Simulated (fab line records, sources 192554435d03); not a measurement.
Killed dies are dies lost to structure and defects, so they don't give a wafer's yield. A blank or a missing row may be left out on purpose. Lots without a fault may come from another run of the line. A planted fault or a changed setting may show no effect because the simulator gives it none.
Which tool did it? | flow n5_finfet | 23 lots, 69 wafers sampled, at 3 steps of a route of 1938

WHAT THE GAUGES READ, wafer by wafer
N5_BEOL_M1_OVL_MEAS_12.
lot  | measured     | on         | M1_OVL (nm)
L074 | day 5 23:27  | overlay-02 | -0.6 0.2 -0.7
L075 | day 6 02:23  | overlay-01 | -1.3 -1.7 -0.5
L076 | day 6 09:40  | overlay-02 | 0.6 0.2 0.9
L077 | day 6 23:35  | overlay-01 | 0.2 0.0 -1.7
L078 | day 7 03:50  | overlay-01 | -1.9 -2.4 -2.2
L080 | day 7 19:49  | overlay-01 | -0.3 0.1 0.9
L081 | day 8 05:24  | overlay-01 | -1.8 -1.4 -1.7
L083 | day 8 05:46  | overlay-01 | -1.2 -0.7 0.1
L082 | day 8 06:30  | overlay-01 | 0.9 0.3 1.2
L085 | day 8 17:53  | overlay-01 | -1.0 -2.5 -0.8
L084 | day 8 23:12  | overlay-01 | 0.6 -0.6 -0.1
L086 | day 9 02:52  | overlay-01 | 0.2 0.0 -0.6
L087 | day 9 09:23  | overlay-01 | -0.3 -0.5 -0.8
L088 | day 9 09:29  | overlay-01 | -0.2 -0.4 -1.1
L089 | day 9 15:42  | overlay-01 | 0.3 -0.1 0.5
L090 | day 10 01:56 | overlay-01 | -0.4 0.8 0.3
L091 | day 10 05:00 | overlay-01 | -1.2 -1.0 0.0
L092 | day 10 18:54 | overlay-01 | -0.9 0.1 -0.4
L093 | day 10 20:03 | overlay-01 | -0.2 -0.6 -0.4
L094 | day 11 05:42 | overlay-01 | 0.0 -0.6 -1.3
L095 | day 11 11:35 | overlay-01 | -1.1 -1.0 -1.0
L096 | day 11 14:58 | overlay-01 | -1.6 -1.4 0.0
L097 | day 11 22:29 | overlay-01 | 0.8 -0.3 1.1

WHICH TOOL RAN EACH LOT (tool, then ch and the chambers of the sampled wafers, then the start)
lot  | N5_BEOL_M0_CMP_120            | N5_BEOL_M0_DEP_125
L074 | cmp-04 ch 0,1,2, day 5 21:47  | pecvd-01 ch 1,2, day 5 22:22
L075 | cmp-01 ch 0,3, day 6 00:26    | pecvd-03 ch 0,1,2, day 6 00:55
L076 | cmp-03 ch 0,1, day 6 07:22    | pecvd-03 ch 1,2, day 6 07:54
L077 | cmp-04 ch 0,1,3, day 6 20:34  | pecvd-02 ch 1,2, day 6 21:13
L078 | cmp-03 ch 1,3, day 7 02:36    | pecvd-03 ch 0,2, day 7 03:03
L080 | cmp-03 ch 1,2, day 7 18:37    | pecvd-02 ch 0,2, day 7 19:06
L081 | cmp-03 ch 0,1,3, day 8 03:43  | pecvd-01 ch 0,1, day 8 04:11
L083 | cmp-01 ch 1,2,3, day 8 03:50  | pecvd-02 ch 1,2, day 8 04:20
L082 | cmp-03 ch 0,3, day 8 05:10    | pecvd-02 ch 0,1, day 8 05:40
L085 | cmp-01 ch 0,2,3, day 8 15:29  | pecvd-03 ch 0,1,2, day 8 15:59
L084 | cmp-03 ch 0,1,3, day 8 18:27  | pecvd-02 ch 0,2, day 8 18:52
L086 | cmp-04 ch 0,2, day 8 23:56    | pecvd-02 ch 1,2, day 9 00:38
L087 | cmp-03 ch 0,2, day 9 03:52    | pecvd-02 ch 0,2, day 9 04:24
L088 | cmp-04 ch 0,1,2, day 9 04:14  | pecvd-03 ch 0,1,2, day 9 04:37
L089 | cmp-03 ch 0,1, day 9 14:08    | pecvd-03 ch 1, day 9 14:39
L090 | cmp-03 ch 0,1,2, day 10 00:44 | pecvd-02 ch 0,2, day 10 01:12
L091 | cmp-04 ch 0,1,2, day 10 01:11 | pecvd-02 ch 0,2, day 10 01:49
L092 | cmp-01 ch 1,3, day 10 15:25   | pecvd-03 ch 0,2, day 10 15:52
L093 | cmp-01 ch 0,2,3, day 10 17:53 | pecvd-03 ch 1,2, day 10 18:19
L094 | cmp-03 ch 1,2,3, day 11 02:15 | pecvd-02 ch 0,1, day 11 02:44
L095 | cmp-04 ch 2,3, day 11 09:53   | pecvd-02 ch 0,2, day 11 10:22
L096 | cmp-04 ch 0,1,3, day 11 12:28 | pecvd-03 ch 1,2, day 11 12:58
L097 | cmp-01 ch 0,1,2, day 11 20:00 | pecvd-03 ch 0,2, day 11 20:29
- N5_BEOL_M0_CMP_120: polishes, stops on SiOC, t overpolish 6.9 s.
- N5_BEOL_M0_DEP_125: deposits SiCN from 3MS/NH3, target thk 8 nm, time 14 s.

WHAT THE TOOLS THEMSELVES READ (means of the sampled wafers that have a number; where no wafer has one, the mark that the record gives instead)
N5_BEOL_M0_CMP_120.
lot  | tool   | barrier_field_endpoint_s (s) | motor_current_A (A) | overpolish_run_s (s) | time_to_endpoint_s (s)
L074 | cmp-04 | 3.48                         | 6.0                 | 6.897                | 64
L075 | cmp-01 | 3.55                         | 6.5                 | 6.902                | 59
L076 | cmp-03 | 3.69                         | 5.5                 | 6.900                | 68
L077 | cmp-04 | 3.60                         | 6.3                 | 6.901                | 61
L078 | cmp-03 | 3.55                         | 6.0                 | 6.902                | 67
L080 | cmp-03 | 3.64                         | 5.4                 | 6.903                | 64
L081 | cmp-03 | 3.65                         | 5.8                 | 6.910                | 64
L083 | cmp-01 | 3.59                         | 6.2                 | 6.901                | 59
L082 | cmp-03 | 3.64                         | 6.1                 | 6.910                | 63
L085 | cmp-01 | 3.60                         | 6.1                 | 6.902                | 65
L084 | cmp-03 | 3.80                         | 5.8                 | 6.899                | 67
L086 | cmp-04 | 3.88                         | 6.1                 | 6.903                | 64
L087 | cmp-03 | 3.79                         | 5.2                 | 6.890                | 67
L088 | cmp-04 | 3.82                         | 6.1                 | 6.909                | 63
L089 | cmp-03 | 3.75                         | 5.6                 | 6.897                | 67
L090 | cmp-03 | 3.87                         | 5.5                 | 6.902                | 67
L091 | cmp-04 | 3.68                         | 6.2                 | 6.898                | 63
L092 | cmp-01 | 3.69                         | 6.9                 | 6.899                | 63
L093 | cmp-01 | 3.62                         | 6.0                 | 6.903                | 61
L094 | cmp-03 | 3.61                         | 5.6                 | 6.905                | 68
L095 | cmp-04 | 3.47                         | 6.0                 | 6.892                | 60
L096 | cmp-04 | 3.66                         | 6.2                 | 6.898                | 59
L097 | cmp-01 | 3.56                         | 6.0                 | 6.905                | 59

N5_BEOL_M0_DEP_125.
lot  | tool     | showerhead_plenum_p_Torr (Torr) | throttle_valve_pct (%)
L074 | pecvd-01 | 3.672                           | 9.1
L075 | pecvd-03 | 3.662                           | 9.0
L076 | pecvd-03 | 3.659                           | 9.1
L077 | pecvd-02 | 3.661                           | 8.6
L078 | pecvd-03 | 3.652                           | 8.6
L080 | pecvd-02 | 3.658                           | 8.4
L081 | pecvd-01 | 3.666                           | 9.5
L083 | pecvd-02 | 3.669                           | 9.0
L082 | pecvd-02 | 3.668                           | 9.2
L085 | pecvd-03 | 3.664                           | 8.8
L084 | pecvd-02 | 3.650                           | 8.5
L086 | pecvd-02 | 3.658                           | 8.5
L087 | pecvd-02 | 3.657                           | 8.3
L088 | pecvd-03 | 3.663                           | 8.9
L089 | pecvd-03 | 3.670                           | 9.5
L090 | pecvd-02 | 3.654                           | 8.7
L091 | pecvd-02 | 3.652                           | 8.7
L092 | pecvd-03 | 3.659                           | 8.7
L093 | pecvd-03 | 3.649                           | 8.7
L094 | pecvd-02 | 3.659                           | 9.1
L095 | pecvd-02 | 3.653                           | 8.7
L096 | pecvd-03 | 3.657                           | 8.6
L097 | pecvd-03 | 3.655                           | 8.7

THE ANSWER, worked out from the rows above alone
Rule: what is usual is taken from the lots themselves. Put in order of their means at a reading, lots are off if they are a third of the lots or fewer, leave a main group of 4 or more, and stand apart from it by a gap of 3 or more times the standard deviation of the main group's means; of several such gaps the widest counts. A main group whose means are all the same, to the digits that the tables above print for the reading, isn't used. A lot without any number at a reading at which 4 lots or more have one is off too. The other lots that the step has rows for count as sound. The gauges are gone through in route order, then the tools' own readings, and for those a lot's mean is taken as printed above. The first step at which some lot is off is used, and at that step the reading that is off furthest; a lot without a number counts as furthest.
No lot is off at any reading shown: from this, nothing can be told.

WHAT THE SIMULATOR HAD PUT IN
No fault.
